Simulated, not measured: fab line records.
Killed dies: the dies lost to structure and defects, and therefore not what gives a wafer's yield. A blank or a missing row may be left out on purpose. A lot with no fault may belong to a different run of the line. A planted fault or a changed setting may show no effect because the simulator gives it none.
fab line records | flow nandHarc
record: lots: 6 | wafers: 18 | lastDay: 32
route steps=1302 shown A_ONON_D1@424 END@1302
lots that met no fault: from a run of the same line without faults
startH: start of the lot's first displayed wafer, in hours after the record's first day | waitH: time in hours since the lot's previous step | " repeats the value in the row above | L1.1+2: several wafers, shown together as one row | - either no value or no given start | * or withheld: withheld | < > ~ a bound
route shown NAME@n: names a module that has steps shown in the file, with the first one's number in the route | usual: average and standard deviation across the fault-free wafers | same: alike in all rows | chamber/n: place in a boat | sites: per-site readings | _std_site: how widely they spread, as a standard deviation | _edge_site: inner sites' mean taken away from outer sites' mean | radiusMm: how far each site lies from the wafer's centre | mask NAME#n: copy n | behind: the tool/chamber that last shaped the wafer | hold: the reason the lot was held/the length of the hold in hours/how it ended | device: which transistor (n, p or np) failed to switch | end of line: tests of these same wafers at the route's end | for a step that has no rows: nothing shown but its recipe | killed: at the first sort, the dies lost to defects and structure; wafer yield is something else | map: shows each die of a wafer: x if killed, . if not, _ if none is there
set.NAME: the setting the step ran with; set.NAME@STEP: the setting that earlier step ran with | model.NAME: the simulator's own value behind a step, which no gauge read
lots at selected steps of the route; one table per step, one row per wafer
services: when a tool's chamber went out of use (startH, in hours from the record's first day, below 0 if earlier), for how many hours, and the reason
== steps ==
step: NHARC_A_ONON_D1_DEP_00
recipe: targetThkA: 10000 | n2FlowSccm: 2750 | n2oFlowSccm: 2000 | nh3FlowSccm: 500 | sih4FlowSccm: 210 | tempC: 400
step: NHARC_A_ONON_D1_THK_MEAS_02
recipe: thkMeasGauge: ellipsometry
usual: thkNm: 999/8.6
lot.wafer | tool         | chamber | startH | waitH | thkNm
L677.3    | filmMetro-01 | -       | 213.72 | -     | 997
L677.4    | "            | -       | "      | "     | 999
L677.5    | "            | -       | "      | "     | 999
L682.2    | filmMetro-01 | -       | 263.41 | -     | 979
L682.5    | "            | -       | "      | "     | 979
L682.6    | "            | -       | "      | "     | 983
L687.3    | filmMetro-01 | -       | 305.38 | -     | 1008
L687.4    | "            | -       | "      | "     | 1007
L687.5    | "            | -       | "      | "     | 1008
L685.2    | filmMetro-02 | -       | 305.50 | -     | 988
L685.5    | "            | -       | "      | "     | 987
L685.6    | "            | -       | "      | "     | 988
L691.2    | filmMetro-01 | -       | 347.78 | -     | 994
L691.3    | "            | -       | "      | "     | 993
L691.4    | "            | -       | "      | "     | 993
L692.2    | filmMetro-01 | -       | 367.07 | -     | 995
L692.3    | "            | -       | "      | "     | 997
L692.5    | "            | -       | "      | "     | 996
step: NHARC_A_ONON_D1_DEP_03
recipe: targetThkA: 10000 | n2FlowSccm: 2750 | n2oFlowSccm: 2000 | nh3FlowSccm: 500 | sih4FlowSccm: 210 | tempC: 400
step: NHARC_A_ONON_D1_THK_MEAS_05
recipe: thkMeasGauge: ellipsometry
usual: thkNm: 1000/9.5
lot.wafer | tool         | chamber | startH | waitH | thkNm
L677.3    | filmMetro-02 | -       | 214.28 | -     | 1003
L677.4    | "            | -       | "      | "     | 1003
L677.5    | "            | -       | "      | "     | 1001
L682.2    | filmMetro-01 | -       | 263.99 | -     | 1000
L682.5    | "            | -       | "      | "     | 1001
L682.6    | "            | -       | "      | "     | 1001
L687.3    | filmMetro-01 | -       | 305.95 | -     | 998
L687.4    | "            | -       | "      | "     | 999
L687.5    | "            | -       | "      | "     | 999
L685.2    | filmMetro-02 | -       | 306.07 | -     | 981
L685.5    | "            | -       | "      | "     | 982
L685.6    | "            | -       | "      | "     | 983
L691.2    | filmMetro-02 | -       | 348.34 | -     | 1001
L691.3    | "            | -       | "      | "     | 1000
L691.4    | "            | -       | "      | "     | 1001
L692.2    | filmMetro-01 | -       | 367.64 | -     | 991
L692.3    | "            | -       | "      | "     | 989
L692.5    | "            | -       | "      | "     | 988
step: NHARC_A_ONON_D1_DEP_06
recipe: targetThkA: 10000 | n2FlowSccm: 2750 | n2oFlowSccm: 2000 | nh3FlowSccm: 500 | sih4FlowSccm: 210 | tempC: 400
step: NHARC_A_ONON_D1_THK_MEAS_08
recipe: thkMeasGauge: ellipsometry
usual: thkNm: 1001/10
lot.wafer | tool         | chamber | startH | waitH | thkNm
L677.3    | filmMetro-01 | -       | 214.85 | -     | 1003
L677.4    | "            | -       | "      | "     | 1003
L677.5    | "            | -       | "      | "     | 1004
L682.2    | filmMetro-02 | -       | 264.55 | -     | 1009
L682.5    | "            | -       | "      | "     | 1009
L682.6    | "            | -       | "      | "     | 1007
L687.3    | filmMetro-01 | -       | 306.52 | -     | 1026
L687.4    | "            | -       | "      | "     | 1025
L687.5    | "            | -       | "      | "     | 1026
L685.2    | filmMetro-01 | -       | 306.64 | -     | 1008
L685.5    | "            | -       | "      | "     | 1006
L685.6    | "            | -       | "      | "     | 1007
L691.2    | filmMetro-02 | -       | 348.91 | -     | 1005
L691.3    | "            | -       | "      | "     | 1005
L691.4    | "            | -       | "      | "     | 1004
L692.2    | filmMetro-02 | -       | 368.20 | -     | 985
L692.3    | "            | -       | "      | "     | 984
L692.5    | "            | -       | "      | "     | 984
step: NHARC_A_ONON_D1_DEP_09
recipe: targetThkA: 10000 | n2FlowSccm: 2750 | n2oFlowSccm: 2000 | nh3FlowSccm: 500 | sih4FlowSccm: 210 | tempC: 400
step: NHARC_A_ONON_D1_THK_MEAS_11
recipe: thkMeasGauge: ellipsometry
usual: thkNm: 998/8
lot.wafer | tool         | chamber | startH | waitH | thkNm
L677.3    | filmMetro-02 | -       | 215.41 | -     | 992
L677.4    | "            | -       | "      | "     | 990
L677.5    | "            | -       | "      | "     | 991
L682.2    | filmMetro-01 | -       | 265.12 | -     | 1009
L682.5    | "            | -       | "      | "     | 1009
L682.6    | "            | -       | "      | "     | 1008
L687.3    | filmMetro-01 | -       | 307.08 | -     | 1000
L687.4    | "            | -       | "      | "     | 998
L687.5    | "            | -       | "      | "     | 1001
L685.2    | filmMetro-01 | -       | 307.20 | -     | 1015
L685.5    | "            | -       | "      | "     | 1016
L685.6    | "            | -       | "      | "     | 1015
L691.2    | filmMetro-01 | -       | 349.47 | -     | 999
L691.3    | "            | -       | "      | "     | 1003
L691.4    | "            | -       | "      | "     | 1001
L692.2    | filmMetro-02 | -       | 368.76 | -     | 1003
L692.3    | "            | -       | "      | "     | 1000
L692.5    | "            | -       | "      | "     | 1001
step: NHARC_A_ONON_D1_DEP_12
recipe: targetThkA: 10000 | n2FlowSccm: 2750 | n2oFlowSccm: 2000 | nh3FlowSccm: 500 | sih4FlowSccm: 210 | tempC: 400
step: NHARC_A_ONON_D1_THK_MEAS_14
recipe: thkMeasGauge: ellipsometry
usual: thkNm: 1001/7.6
lot.wafer | tool         | chamber | startH | waitH | thkNm
L677.3    | filmMetro-02 | -       | 215.97 | -     | 998
L677.4    | "            | -       | "      | "     | 999
L677.5    | "            | -       | "      | "     | 999
L682.2    | filmMetro-02 | -       | 265.71 | -     | 1001
L682.5    | "            | -       | "      | "     | 1002
L682.6    | "            | -       | "      | "     | 1002
L687.3    | filmMetro-02 | -       | 307.64 | -     | 992
L687.4    | "            | -       | "      | "     | 994
L687.5    | "            | -       | "      | "     | 993
L685.2    | filmMetro-02 | -       | 307.77 | -     | 1008
L685.5    | "            | -       | "      | "     | 1009
L685.6    | "            | -       | "      | "     | 1006
L691.2    | filmMetro-01 | -       | 350.04 | -     | 1010
L691.3    | "            | -       | "      | "     | 1011
L691.4    | "            | -       | "      | "     | 1010
L692.2    | filmMetro-02 | -       | 369.33 | -     | 997
L692.3    | "            | -       | "      | "     | 997
L692.5    | "            | -       | "      | "     | 997
step: NHARC_A_ONON_D1_ANNEAL_15
recipe: tempC: 750 | timeS: 3600
step: NHARC_A_ONON_D1_DEP_16
recipe: targetThkA: 10000 | n2FlowSccm: 2750 | n2oFlowSccm: 2000 | nh3FlowSccm: 500 | sih4FlowSccm: 210 | tempC: 400
lot.wafer  | tool         | chamber | startH | waitH
L677.3+4+5 | pecvdOnon-03 | 0       | 223.36 | 0.2
L682.2+5+6 | pecvdOnon-03 | 0       | 273.03 | 0.1
L687.3+4+5 | pecvdOnon-03 | 0       | 318.40 | 0.2
L685.2+5+6 | pecvdOnon-03 | 0       | 318.69 | 0.5
L691.2+3+4 | pecvdOnon-02 | 0       | 357.36 | 0.1
L692.2+3+5 | pecvdOnon-04 | 0       | 378.42 | 0.2
step: NHARC_A_ONON_D1_THK_MEAS_18
recipe: thkMeasGauge: ellipsometry
usual: thkNm: 1002/8.3
lot.wafer | tool         | chamber | startH | waitH | thkNm
L677.3    | filmMetro-02 | -       | 223.75 | -     | 999
L677.4    | "            | -       | "      | "     | 999
L677.5    | "            | -       | "      | "     | 997
L682.2    | filmMetro-02 | -       | 273.49 | -     | 998
L682.5    | "            | -       | "      | "     | 998
L682.6    | "            | -       | "      | "     | 998
L687.3    | filmMetro-02 | -       | 318.79 | -     | 1582
L687.4    | "            | -       | "      | "     | 1583
L687.5    | "            | -       | "      | "     | 1582
L685.2    | filmMetro-02 | -       | 319.15 | -     | 1579
L685.5    | "            | -       | "      | "     | 1579
L685.6    | "            | -       | "      | "     | 1581
L691.2    | filmMetro-01 | -       | 357.82 | -     | 999
L691.3    | "            | -       | "      | "     | 1001
L691.4    | "            | -       | "      | "     | 1003
L692.2    | filmMetro-01 | -       | 378.87 | -     | 994
L692.3    | "            | -       | "      | "     | 995
L692.5    | "            | -       | "      | "     | 994
step: NHARC_A_ONON_D1_DEP_19
recipe: targetThkA: 10000 | n2FlowSccm: 2750 | n2oFlowSccm: 2000 | nh3FlowSccm: 500 | sih4FlowSccm: 210 | tempC: 400
step: NHARC_END_SORT_01
recipe: tempC: 25
usual: killedAtArray: 59/17 | killedAtOther: 0.9/1.6 | killedAtPeriphery: 3.7/2.3 | killedDies: 64/17 | killedOpen: 3.3/1.8 | killedShort: 2.4/1.6
same: grossDies: 677
lot.wafer | tool      | chamber | startH | waitH | killedAtArray | killedAtOther | killedAtPeriphery | killedDies | killedOpen | killedShort
L685.2    | prober-01 | 0       | 701.35 | 2.8   | 670           | 1             | 6                 | 677        | 3          | 3
L685.5    | prober-01 | 0       | 703.74 | 3.7   | 676           | 0             | 1                 | 677        | 4          | 2
L685.6    | prober-01 | 0       | 704.54 | 4.0   | 672           | 1             | 4                 | 677        | 3          | 2
L687.3    | prober-01 | 0       | 717.74 | 3.1   | 674           | 0             | 3                 | 677        | 5          | 4
L687.4    | prober-01 | 0       | 718.54 | 3.4   | 668           | 1             | 8                 | 677        | 6          | 5
L687.5    | prober-01 | 0       | 719.33 | 3.7   | 672           | 0             | 5                 | 677        | 2          | 1
killed by level:class
L685.2 A_ONON_D1:areaDep=592 A_CHANNEL_HOLE_D1:chamberFilmFlake=27 A_CHANNEL_HOLE_D2:chamberFilmFlake=20 A_CONTACT:chamberFilmFlake=11 A_SLIT:chamberFilmFlake=6 A_DECK1_JOINT:chamberFilmFlake=4 A_CHANNEL_FILL_D1:chamberFilmFlake=2 A_CHANNEL_FILL_D2:chamberFilmFlake=2
L685.5 A_ONON_D1:areaDep=602 A_CHANNEL_HOLE_D2:chamberFilmFlake=23 A_CHANNEL_HOLE_D1:chamberFilmFlake=21 A_CONTACT:chamberFilmFlake=14 A_SLIT:chamberFilmFlake=3 A_DECK1_JOINT:chamberFilmFlake=3 A_M1:geometricParticle:open=2 A_CHANNEL_FILL_D1:chamberFilmFlake=2
L685.6 A_ONON_D1:areaDep=597 A_CHANNEL_HOLE_D1:chamberFilmFlake=28 A_CHANNEL_HOLE_D2:chamberFilmFlake=17 A_CONTACT:chamberFilmFlake=13 A_SLIT:chamberFilmFlake=3 A_BLC:chamberFilmFlake=3 A_DECK1_JOINT:chamberFilmFlake=2 A_WL_FILL:chamberFilmFlake=2
L687.3 A_ONON_D1:areaDep=582 A_CHANNEL_HOLE_D1:chamberFilmFlake=29 A_CHANNEL_HOLE_D2:chamberFilmFlake=25 A_STAIRCASE:chamberFilmFlake=11 A_WL_FILL:chamberFilmFlake=8 A_CONTACT:chamberFilmFlake=6 A_SLIT:chamberFilmFlake=5 P_GATE:geometricParticle:open=1
L687.4 A_ONON_D1:areaDep=585 A_CHANNEL_HOLE_D1:chamberFilmFlake=32 A_CHANNEL_HOLE_D2:chamberFilmFlake=21 P_GATE:chamberFilmFlake=6 A_SLIT:chamberFilmFlake=6 A_CONTACT:chamberFilmFlake=6 A_STAIRCASE:chamberFilmFlake=3 A_CHANNEL_HOLE_D1:geometricParticle:short=2
L687.5 A_ONON_D1:areaDep=600 A_CHANNEL_HOLE_D1:chamberFilmFlake=30 A_CHANNEL_HOLE_D2:chamberFilmFlake=15 A_SLIT:chamberFilmFlake=7 A_STAIRCASE:chamberFilmFlake=7 A_WL_FILL:chamberFilmFlake=5 A_CONTACT:chamberFilmFlake=3 A_BLC:geometricParticle:open=2
map L685.2 (x killed, . not)
____________x____________
_________xxxxxxx_________
_______xxxxxxxxxxx_______
______xxxxxxxxxxxxx______
_____xxxxxxxxxxxxxxx_____
____xxxxxxxxxxxxxxxxx____
____xxxxxxxxxxxxxxxxx____
___xxxxxxxxxxxxxxxxxxx___
___xxxxxxxxxxxxxxxxxxx___
__xxxxxxxxxxxxxxxxxxxxx__
__xxxxxxxxxxxxxxxxxxxxx__
_xxxxxxxxxxxxxxxxxxxxxxx_
_xxxxxxxxxxxxxxxxxxxxxxx_
_xxxxxxxxxxxxxxxxxxxxxxx_
_xxxxxxxxxxxxxxxxxxxxxxx_
_xxxxxxxxxxxxxxxxxxxxxxx_
xxxxxxxxxxxxxxxxxxxxxxxxx
xxxxxxxxxxxxxxxxxxxxxxxxx
xxxxxxxxxxxxxxxxxxxxxxxxx
xxxxxxxxxxxxxxxxxxxxxxxxx
xxxxxxxxxxxxxxxxxxxxxxxxx
_xxxxxxxxxxxxxxxxxxxxxxx_
_xxxxxxxxxxxxxxxxxxxxxxx_
_xxxxxxxxxxxxxxxxxxxxxxx_
_xxxxxxxxxxxxxxxxxxxxxxx_
_xxxxxxxxxxxxxxxxxxxxxxx_
__xxxxxxxxxxxxxxxxxxxxx__
__xxxxxxxxxxxxxxxxxxxxx__
___xxxxxxxxxxxxxxxxxxx___
___xxxxxxxxxxxxxxxxxxx___
____xxxxxxxxxxxxxxxxx____
____xxxxxxxxxxxxxxxxx____
_____xxxxxxxxxxxxxxx_____
______xxxxxxxxxxxxx______
_______xxxxxxxxxxx_______
_________xxxxxxx_________
____________x____________
map L687.3 (x killed, . not)
____________x____________
_________xxxxxxx_________
_______xxxxxxxxxxx_______
______xxxxxxxxxxxxx______
_____xxxxxxxxxxxxxxx_____
____xxxxxxxxxxxxxxxxx____
____xxxxxxxxxxxxxxxxx____
___xxxxxxxxxxxxxxxxxxx___
___xxxxxxxxxxxxxxxxxxx___
__xxxxxxxxxxxxxxxxxxxxx__
__xxxxxxxxxxxxxxxxxxxxx__
_xxxxxxxxxxxxxxxxxxxxxxx_
_xxxxxxxxxxxxxxxxxxxxxxx_
_xxxxxxxxxxxxxxxxxxxxxxx_
_xxxxxxxxxxxxxxxxxxxxxxx_
_xxxxxxxxxxxxxxxxxxxxxxx_
xxxxxxxxxxxxxxxxxxxxxxxxx
xxxxxxxxxxxxxxxxxxxxxxxxx
xxxxxxxxxxxxxxxxxxxxxxxxx
xxxxxxxxxxxxxxxxxxxxxxxxx
xxxxxxxxxxxxxxxxxxxxxxxxx
_xxxxxxxxxxxxxxxxxxxxxxx_
_xxxxxxxxxxxxxxxxxxxxxxx_
_xxxxxxxxxxxxxxxxxxxxxxx_
_xxxxxxxxxxxxxxxxxxxxxxx_
_xxxxxxxxxxxxxxxxxxxxxxx_
__xxxxxxxxxxxxxxxxxxxxx__
__xxxxxxxxxxxxxxxxxxxxx__
___xxxxxxxxxxxxxxxxxxx___
___xxxxxxxxxxxxxxxxxxx___
____xxxxxxxxxxxxxxxxx____
____xxxxxxxxxxxxxxxxx____
_____xxxxxxxxxxxxxxx_____
______xxxxxxxxxxxxx______
_______xxxxxxxxxxx_______
_________xxxxxxx_________
____________x____________
== services ==
tool         | chamber | startH | hours | kind
pecvdOnon-03 | -       | 227.00 | 13.0  | pm
pecvdOnon-04 | -       | 311.35 | 13.0  | pm
pecvdOnon-02 | -       | 366.00 | 13.0  | pm
pecvdOnon-03 | -       | 377.52 | 1.9   | repair
== key ==
firstSign: step: NHARC_A_ONON_D1_THK_MEAS_18 | reading: thkNm | direction: up | sigmas: 70 | usual: 1002 | struck: 1581
effect: step: NHARC_END_SORT_01 | reading: killedAtArray | direction: up | sigmas: 37 | usual: 59 | struck: 672
moreKillsBornAt: NHARC_A_ONON_D1_DEP_16@pecvdOnon-03: 3558
metAt NHARC_A_ONON_D1_DEP_16
struckWafers L685.2,L685.5,L685.6,L687.3,L687.4,L687.5
laterRowsLeftOut L685.2,L685.5,L685.6,L687.3,L687.4,L687.5
testerLeftOut L685,L687
onsetBetween 273.03 318.40
fault: kind: processParameterDrift | tool: pecvdOnon-03 | chamber: 0 | onsetH: 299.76 | steps: NHARC_A_ONON_D1_DEP_16 | channel: targetThkA | offset: * | shape: step | endH: 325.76 | actsIn: * | stated: *
testerLeftOut: of these lots the tester's yield and bins aren't shown, on N5 and GAA mostly nor the transistor test; their killed dies are dies lost to structure and defects alone, not to doping, threshold or leakage, so they don't give the yield
laterRowsLeftOut: the simulator's readings of these wafers behind a module that went badly wrong aren't trusted and aren't shown, but for the sort
